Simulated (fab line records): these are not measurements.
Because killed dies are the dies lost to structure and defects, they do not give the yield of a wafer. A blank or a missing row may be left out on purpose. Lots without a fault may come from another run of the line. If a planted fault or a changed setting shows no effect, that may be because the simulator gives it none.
Split-lot experiment + flow n5-finfet + 39 wafers read from 7 lots, route of 1938 steps

## THE SPLIT
At N5_BEOL_M4_TRENCH_ETCH_37 (etches SiOC in C4F6/O2, target depth 55.555 nm, time 29.2 s), the setting time-s was moved away from the recipe's 29.2 s on 9 of the 39 wafers read, by -27.8% to -18.3%. This setting was run at the recipe's value on the other wafers.

## FROM THE SPLIT TO THE READING: what the file shows between them, 4 steps
- N5_BEOL_M4_ETCH_41: etches SiCN in CH3F/O2, target depth 29.9 nm, time 52.5 s
- N5_BEOL_M4_STRIP_97: strips in N2/H2, time 10 s
- N5_BEOL_M4_ECD_50: material Cu, target thk 300 nm
- N5_BEOL_M4_ANNEAL_51: time 90 s

## THE READING
Cu_of_BEOL_M4_ECD_50.thk-nm (the simulator's own value, which no gauge read), in nm, at N5_BEOL_M4_CMP_52 (polishes, stops on SiOC, t overpolish 6.8 s, target thk 40 nm). The file gives no usual value for it. Across the 30 wafers here that went through the recipe, the average is 39.5 nm and the standard deviation 1.2 nm.

| wafer  | tool, chamber at the split | time-s as run, s | against the recipe | Cu_of_BEOL_M4_ECD_50.thk-nm, nm | against lot-mates on the recipe |
|--------|----------------------------|------------------|--------------------|---------------------------------|---------------------------------|
| L086.3 | rie-diel-01, 3             | 23.85            | -18.3%             | 29.4                            | -9.1                            |
| L086.4 | rie-diel-01, 1             | 23.85            | -18.3%             | 30.4                            | -8.1                            |
| L086.2 | rie-diel-01, 0             | 23.85            | -18.3%             | 27.6                            | -10.9                           |
| L086.1 | rie-diel-01, 2             | 29.2             | recipe             | 37.2                            | -                               |
| L086.5 | rie-diel-01, 0             | 29.2             | recipe             | 39                              | -                               |
| L086.6 | rie-diel-01, 1             | 29.2             | recipe             | 39.2                            | -                               |
| L087.4 | rie-diel-06, 0             | 29.2             | recipe             | 39.8                            | -                               |
| L087.2 | rie-diel-06, 1             | 29.2             | recipe             | 41                              | -                               |
| L087.6 | rie-diel-06, 2             | 29.2             | recipe             | 39.6                            | -                               |
| L090.4 | rie-diel-01, 2             | 23.71            | -18.8%             | 28                              | -11.3                           |
| L090.1 | rie-diel-01, 3             | 29.2             | recipe             | 40                              | -                               |
| L090.3 | rie-diel-01, 0             | 29.2             | recipe             | 39.6                            | -                               |
| L090.2 | rie-diel-01, 2             | 23.71            | -18.8%             | 27.4                            | -11.9                           |
| L090.5 | rie-diel-01, 3             | 23.71            | -18.8%             | 30.6                            | -8.7                            |
| L090.6 | rie-diel-01, 0             | 29.2             | recipe             | 38.4                            | -                               |
| L094.1 | rie-diel-01, 0             | 29.2             | recipe             | 38.4                            | -                               |
| L094.4 | rie-diel-01, 1             | 29.2             | recipe             | 39.8                            | -                               |
| L094.3 | rie-diel-01, 3             | 29.2             | recipe             | 39.6                            | -                               |
| L094.2 | rie-diel-01, 1             | 29.2             | recipe             | 39                              | -                               |
| L094.6 | rie-diel-01, 3             | 29.2             | recipe             | 39.2                            | -                               |
| L094.5 | rie-diel-01, 0             | 29.2             | recipe             | 37.4                            | -                               |
| L095.2 | rie-diel-01, 1             | 29.2             | recipe             | 41.4                            | -                               |
| L095.1 | rie-diel-01, 0             | 29.2             | recipe             | 39.2                            | -                               |
| L095.3 | rie-diel-01, 3             | 29.2             | recipe             | 39                              | -                               |
| L095.4 | rie-diel-01, 1             | 29.2             | recipe             | 42                              | -                               |
| L095.6 | rie-diel-01, 3             | 29.2             | recipe             | 39.4                            | -                               |
| L095.5 | rie-diel-01, 0             | 29.2             | recipe             | 39.4                            | -                               |
| L096.1 | rie-diel-03, 0             | 29.2             | recipe             | 39.4                            | -                               |
| L096.2 | rie-diel-03, 1             | 29.2             | recipe             | 41.2                            | -                               |
| L096.4 | rie-diel-03, 2             | 29.2             | recipe             | 41.2                            | -                               |
| L096.6 | rie-diel-03, 1             | 29.2             | recipe             | 41.2                            | -                               |
| L096.3 | rie-diel-03, 3             | 29.2             | recipe             | 37                              | -                               |
| L096.5 | rie-diel-03, 2             | 29.2             | recipe             | 41                              | -                               |
| L097.1 | rie-diel-06, 0             | 21.07            | -27.8%             | 22.4                            | -16.9                           |
| L097.2 | rie-diel-06, 1             | 29.2             | recipe             | 39                              | -                               |
| L097.4 | rie-diel-06, 2             | 29.2             | recipe             | 40.2                            | -                               |
| L097.3 | rie-diel-06, 3             | 29.2             | recipe             | 38.6                            | -                               |
| L097.6 | rie-diel-06, 3             | 21.07            | -27.8%             | 23.2                            | -16.1                           |
| L097.5 | rie-diel-06, 2             | 21.07            | -27.8%             | 22.8                            | -16.5                           |

FIT RESULTS
A straight line over all 39 wafers: Cu_of_BEOL_M4_ECD_50.thk-nm changes by +0.589 nm for each +1% of time-s; r = +0.98; the points scatter about the line by 1.2 nm.
The same after taking each lot's own level away (the mean of its wafers on the recipe; 39 wafers): +0.568 nm for each +1%; r = +0.98; scatter 1.1 nm.
The reading moves by 16 nm for the largest change in time-s, on that fit.
Across the lots, their own levels run from 38.47 to 40.17 nm, a range of 1.4 times the standard deviation given above.
Hence the lot-to-lot level has little effect on the slope; both slopes agree.
Check: with one of the wafers moved furthest among these (-27.8%) left out of the fit, the line predicts -15.6 nm for it against its lot-mates. Against them it came out at -16.9 nm.

## OTHER SPLITS APPLIED TO THESE WAFERS
Before the reading, these wafers also passed through other splits. Each is held against what the fit with the lots' levels taken away leaves over:
| other split on the same wafers     | wafers away from the commonest value | r with Cu_of_BEOL_M4_ECD_50.thk-nm (lot level and that fit taken away) |
|------------------------------------|--------------------------------------|------------------------------------------------------------------------|
| N5_BEOL_M2_HM_DEP_02 target-thk-a  | 15                                   | -0.16                                                                  |
| N5_BEOL_M4_ILD_DEP_00 target-thk-a | 12                                   | -0.08                                                                  |

## THE WHOLE CHAIN: every reading that the file lists as answering this split, in the file's order
| step                      | what it does                                                  | reading                                                                      | change (the file's fit)               | r (the file's) |
|---------------------------|---------------------------------------------------------------|------------------------------------------------------------------------------|---------------------------------------|----------------|
| N5_BEOL_M4_TRENCH_ETCH_37 | etches SiOC in C4F6/O2, target depth 55.555 nm, time 29.2 s   | etch.depth-nm (the simulator's own value, which no gauge read)               | +0.567 nm for each +1% of the setting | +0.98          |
| N5_BEOL_M4_TRENCH_ETCH_37 | etches SiOC in C4F6/O2, target depth 55.555 nm, time 29.2 s   | BEOL_M4.feature-depth-nm (the simulator's own value, which no gauge read)    | +0.566 nm for each +1% of the setting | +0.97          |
| N5_BEOL_M4_CMP_52         | polishes, stops on SiOC, t overpolish 6.8 s, target thk 40 nm | Cu_of_BEOL_M4_ECD_50.thk-nm (the simulator's own value, which no gauge read) | +0.567 nm for each +1% of the setting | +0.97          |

## THE FILE'S OWN FIT
Cu_of_BEOL_M4_ECD_50.thk-nm changes by +0.567 nm for each +1% of time-s, r = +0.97.
